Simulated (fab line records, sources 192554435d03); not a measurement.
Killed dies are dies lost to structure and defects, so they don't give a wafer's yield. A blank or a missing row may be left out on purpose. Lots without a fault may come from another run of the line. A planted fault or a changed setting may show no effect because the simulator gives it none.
Tool commonality check | flow n5_finfet | 9 lots, 27 wafers sampled

WHY IT WAS OPENED
At N5_BEOL_M4_RC_MEAS_101 the reading IOFF_N is flagged on 2 of 9 lots. Wafers without a fault read 0.16 nA/um, standard deviation 0.035.
Rule: a lot is flagged when every wafer of it that has a number lies more than 4 standard deviations from that mean, or none has a number. The other lots count as sound.

lot  | measured     | on        | IOFF_N (nA/um), wafer by wafer | flag
L914 | day 7 21:46  | prober-02 | 47.18 5.70 25.26               | FLAGGED
L915 | day 8 15:26  | prober-02 | 23.37 22.90 39.84              | FLAGGED
L917 | day 9 08:31  | prober-01 | 0.16 0.14 0.17                 |
L924 | day 11 11:02 | prober-02 | 0.23 0.12 0.14                 |
L925 | day 11 16:23 | prober-02 | 0.14 0.16 0.18                 |
L928 | day 12 01:48 | prober-02 | 0.09 0.13 0.12                 |
L931 | day 12 20:54 | prober-01 | 0.16 0.17 0.17                 |
L933 | day 12 23:56 | prober-01 | 0.17 0.15 0.11                 |
L934 | day 13 21:09 | prober-02 | 0.14 0.14 0.12                 |
The numbers of the flagged lots are 27.38 nA/um on average: +27.21 nA/um against the usual, or +99 or more standard deviations.

WHICH TOOL RAN EACH LOT
The record holds 3 process steps before the reading, out of a route of 1938 steps. In each cell: the tool, then ch and the chambers that the sampled wafers went through, then the start.
lot  | flag    | N5_WELL_APT_DESCUM_13             | N5_WELL_APT_STRIP_16               | N5_PMOS_HMC_CHANNEL_EPI_HM_DEP_34
L914 | FLAGGED | rie_diel-04 ch 0,2,3, day 2 01:41 | wet_bench-02 ch 3,5,6, day 2 02:10 | pecvd-04 ch 1,2, day 2 04:36
L915 | FLAGGED | rie_diel-02 ch 0,1, day 2 07:48   | wet_bench-02 ch 2,6,7, day 2 08:17 | pecvd-02 ch 0,1, day 2 10:55
L917 |         | rie_diel-04 ch 0,2, day 2 19:56   | wet_bench-03 ch 0,1,5, day 2 20:25 | pecvd-03 ch 0,1,2, day 2 22:44
L924 |         | rie_diel-04 ch 1,2,3, day 4 13:53 | wet_bench-02 ch 0,3,7, day 4 14:23 | pecvd-03 ch 0,1,2, day 4 17:11
L925 |         | rie_diel-04 ch 1,2,3, day 4 19:47 | wet_bench-03 ch 1,5,6, day 4 20:18 | pecvd-02 ch 1,2, day 4 22:44
L928 |         | rie_diel-04 ch 0,2,3, day 5 14:06 | wet_bench-04 ch 1,2,6, day 5 14:36 | pecvd-02 ch 0,1, day 5 17:02
L931 |         | rie_diel-02 ch 0,1,2, day 6 07:38 | wet_bench-03 ch 0,3,4, day 6 08:08 | pecvd-04 ch 0,1,2, day 6 10:53
L933 |         | rie_diel-04 ch 0,1,2, day 6 19:50 | wet_bench-03 ch 0,2,5, day 6 20:20 | pecvd-04 ch 1,2, day 6 23:13
L934 |         | rie_diel-02 ch 0,2,3, day 7 01:46 | wet_bench-02 ch 0,2,5, day 7 02:16 | pecvd-02 ch 0,1, day 7 04:58
What these steps do:
- N5_WELL_APT_DESCUM_13: chemistry O2, time 7.9 s.
- N5_WELL_APT_STRIP_16: strips in SPM, time 900 s.
- N5_PMOS_HMC_CHANNEL_EPI_HM_DEP_34: deposits SiO2 from TEOS/O2, target thk 36 nm, time 6.9 s.
- N5_BEOL_M4_RC_MEAS_101

FLAGGED OVER TOTAL, TOOL BY TOOL (the gauges that took the reading come last)
step                              | tool         | lots run | flagged | share of the flagged lots | sound lots run after its first flagged lot
N5_WELL_APT_DESCUM_13             | rie_diel-02  | 3        | 1       | some                      | 2 (L931,L934)
N5_WELL_APT_DESCUM_13             | rie_diel-04  | 6        | 1       | some                      | 5 (L917,L924,L925,L928,L933)
N5_WELL_APT_STRIP_16              | wet_bench-02 | 4        | 2       | all                       | 2 (L924,L934)
N5_WELL_APT_STRIP_16              | wet_bench-03 | 4        | 0       | none                      | -
N5_WELL_APT_STRIP_16              | wet_bench-04 | 1        | 0       | none                      | -
N5_PMOS_HMC_CHANNEL_EPI_HM_DEP_34 | pecvd-02     | 4        | 1       | some                      | 3 (L925,L928,L934)
N5_PMOS_HMC_CHANNEL_EPI_HM_DEP_34 | pecvd-03     | 2        | 0       | none                      | -
N5_PMOS_HMC_CHANNEL_EPI_HM_DEP_34 | pecvd-04     | 3        | 1       | some                      | 2 (L931,L933)
N5_BEOL_M4_RC_MEAS_101            | prober-01    | 3        | 0       | none                      | -
N5_BEOL_M4_RC_MEAS_101            | prober-02    | 6        | 2       | all                       | 4 (L924,L925,L928,L934)

WHAT THE TABLE ALLOWS
2 rows of the table ran every flagged lot: wet_bench-02 at N5_WELL_APT_STRIP_16, prober-02 at N5_BEOL_M4_RC_MEAS_101.
- wet_bench-02 at N5_WELL_APT_STRIP_16: 2 of its 4 lots flagged. Sound lots ran on it after the first flagged one (L924, L934), which a lasting fault on the whole tool wouldn't allow. On the flagged lots its readings are blank where sound lots have values: bath_guard_temp_C, bath_heat_duty_pct.
- prober-02 at N5_BEOL_M4_RC_MEAS_101: 2 of its 6 lots flagged. Sound lots ran on it after the first flagged one (L924, L925, L928, L934), which a lasting fault on the whole tool wouldn't allow.
No row of the table ran every flagged lot and no sound lot after the first.

WHAT THE SIMULATOR HAD PUT IN
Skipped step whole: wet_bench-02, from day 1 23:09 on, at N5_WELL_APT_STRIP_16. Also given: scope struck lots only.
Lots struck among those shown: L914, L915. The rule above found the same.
